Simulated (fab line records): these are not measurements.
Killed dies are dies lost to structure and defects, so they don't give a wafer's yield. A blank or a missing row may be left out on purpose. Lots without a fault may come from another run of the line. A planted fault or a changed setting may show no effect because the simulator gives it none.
Chamber matching + flow nandHarc + NHARC_P_BONDPAD_CMP_32 on cmp-04: 4 sister chambers
The step polishes SiCN, target thk 200 nm. 7 wafers are shown with their chamber, then 7 later ones without.

== WAFERS WITH THEIR CHAMBER ==
| wafer  | chamber | motorCurrentA (A) |
|--------|---------|-------------------|
| L080.2 | 1       | 9.6               |
| L080.6 | 1       | 9.8               |
| L086.2 | 2       | 12.6              |
| L086.5 | 0       | 12.8              |
| L086.6 | 3       | 12.1              |
| L092.3 | 3       | 12.3              |
| L092.4 | 2       | 12.4              |

== WAFERS WITH NO CHAMBER GIVEN ==
| wafer  | motorCurrentA (A) |
|--------|-------------------|
| L092.5 | 12.2              |
| L094.4 | 12.9              |
| L094.5 | 12.2              |
| L094.6 | 11.2              |
| L097.1 | 13.0              |
| L097.3 | 10.3              |
| L097.5 | 12.2              |

== WHICH CHAMBER EACH WENT THROUGH ==
| wafer  | from the rows above | in truth                   |
|--------|---------------------|----------------------------|
| L092.5 | 3                   | 3                          |
| L094.4 | 0                   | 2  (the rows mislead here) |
| L094.5 | 3                   | 3                          |
| L094.6 | 3                   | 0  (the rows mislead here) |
| L097.1 | 0                   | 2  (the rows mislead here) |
| L097.3 | 1                   | 1                          |
| L097.5 | 3                   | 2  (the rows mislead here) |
Correctly placed: 3 of 7. Number that these rows cannot place: 0. Number placed wrongly: 4.
How it was worked out, from the rows above alone: a wafer's distance from a chamber is the root of the sum, over the readings, of the square of ((its reading less the chamber's mean) divided by the reading's scatter). If the next closest chamber is less than 2 further off than the closest, the wafer can't be placed; otherwise it belongs to the closest. For every chamber, the mean is computed from those of its wafers that are shown. The scatter is the square root of a quotient: the sum, over the shown wafers, of each reading's squared deviation from its chamber's mean, divided by wafers minus chambers.
